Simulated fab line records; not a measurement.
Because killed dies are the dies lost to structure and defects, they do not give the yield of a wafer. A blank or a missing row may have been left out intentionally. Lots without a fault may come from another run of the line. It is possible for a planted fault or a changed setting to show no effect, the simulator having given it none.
Commonality check across tools    flow nandHarc    18 wafers sampled across 6 lots

WHY IT WAS OPENED
Flagged at NHARC_END_SORT_01: reading killedAtPeriphery, on 2 of 6 lots. No-fault wafers: 4.0, standard deviation 2.6.
Rule: a lot gets a flag if all its wafers with a number sit over 4 standard deviations from that mean, or if no wafer of it has a number. The other lots count as sound.

lot   measured      on         killedAtPeriphery, wafer by wafer  flag
L621  day 24 23:31  prober-02  1 1 5                              
L623  day 25 15:56  prober-02  589 580 597                        FLAGGED
L624  day 27 02:59  prober-02  630 629 636                        FLAGGED
L627  day 27 18:48  prober-02  1 2 7                              
L633  day 30 16:12  prober-02  6 5 3                              
L639  day 33 04:27  prober-01  2 0 2                              
Averaged over the flagged lots the numbers come to 610.2, +606.2 from the usual (+99 or more standard deviations).

WHICH TOOL RAN EACH LOT
Before the reading, the record contains 3 process steps out of a 1302-step route. Cell contents, in order: the tool; ch with the chambers the sampled wafers went through; the start.
lot   flag     NHARC_P_ZERO_WELL_ETCH_62                     NHARC_P_ZERO_WELL_IMPLANT_40     NHARC_P_STI_ETCH_42
L621           rieDiel-09 ch 0,2,3, day 2 18:36 or earlier   implanter-02 ch 0, day 2 22:02   rieDiel-05 ch 1,2,3, day 3 16:22
L623  FLAGGED  rieDiel-10 ch 2,3, day 3 14:20 or earlier     implanter-01, day 3 16:18        no row
L624  FLAGGED  rieDiel-02 ch 0,2, day 4 00:35 or earlier     implanter-02, day 4 02:27        no row
L627           rieDiel-10 ch 1,2,3, day 5 06:44 or earlier   implanter-01 ch 0, day 5 08:39   rieDiel-01 ch 0,1,3, day 6 06:45
L633           rieDiel-02 ch 0,1,3, day 7 18:40 or earlier   implanter-01 ch 0, day 7 20:32   rieDiel-01 ch 1,2, day 8 16:33
L639           rieDiel-09 ch 0,1,3, day 10 06:37 or earlier  implanter-02 ch 0, day 10 08:29  rieDiel-05 ch 0,1,3, day 11 03:16
These steps, and what they do:
- NHARC_P_ZERO_WELL_ETCH_62: etches the open film in CHF3/Ar, target depth 13 nm, time 6.5 s.
- NHARC_P_ZERO_WELL_IMPLANT_40
- NHARC_P_STI_ETCH_42: etches the open film in N2/H2, target depth 80 nm, overetch 24 nm, time 61 s.
- NHARC_END_SORT_01

FLAGGED AGAINST TOTAL, ONE TOOL AT A TIME (gauges that did the reading follow at the end)
step                          tool          lots run  flagged  share of the flagged lots  sound lots run after its first flagged lot
NHARC_P_ZERO_WELL_ETCH_62     rieDiel-02    2         1        some                       1 (L633)
NHARC_P_ZERO_WELL_ETCH_62     rieDiel-09    2         0        none                       -
NHARC_P_ZERO_WELL_ETCH_62     rieDiel-10    2         1        some                       1 (L627)
NHARC_P_ZERO_WELL_IMPLANT_40  implanter-01  3         1        some                       2 (L627,L633)
NHARC_P_ZERO_WELL_IMPLANT_40  implanter-02  3         1        some                       1 (L639)
NHARC_P_STI_ETCH_42           rieDiel-01    2         0        none                       -
NHARC_P_STI_ETCH_42           rieDiel-05    2         0        none                       -
NHARC_END_SORT_01             prober-01     1         0        none                       -
NHARC_END_SORT_01             prober-02     5         2        all                        2 (L627,L633)
NHARC_P_ZERO_WELL_ETCH_62 gives no start for some lots, so the hours and the order of its lots are those of NHARC_P_ZERO_WELL_CD_MEAS_24.

WHAT IS ALLOWED BY THE TABLE
1 row of the table ran every flagged lot: prober-02 at NHARC_END_SORT_01.
- prober-02 at NHARC_END_SORT_01 ran 5 lots, 2 of them flagged. Sound lots followed the first flagged one (L627, L633) on it, something a lasting fault affecting the whole tool could not allow.
No row of the table ran every flagged lot and no sound lot after the first.

WHAT WAS PUT IN BY THE SIMULATOR
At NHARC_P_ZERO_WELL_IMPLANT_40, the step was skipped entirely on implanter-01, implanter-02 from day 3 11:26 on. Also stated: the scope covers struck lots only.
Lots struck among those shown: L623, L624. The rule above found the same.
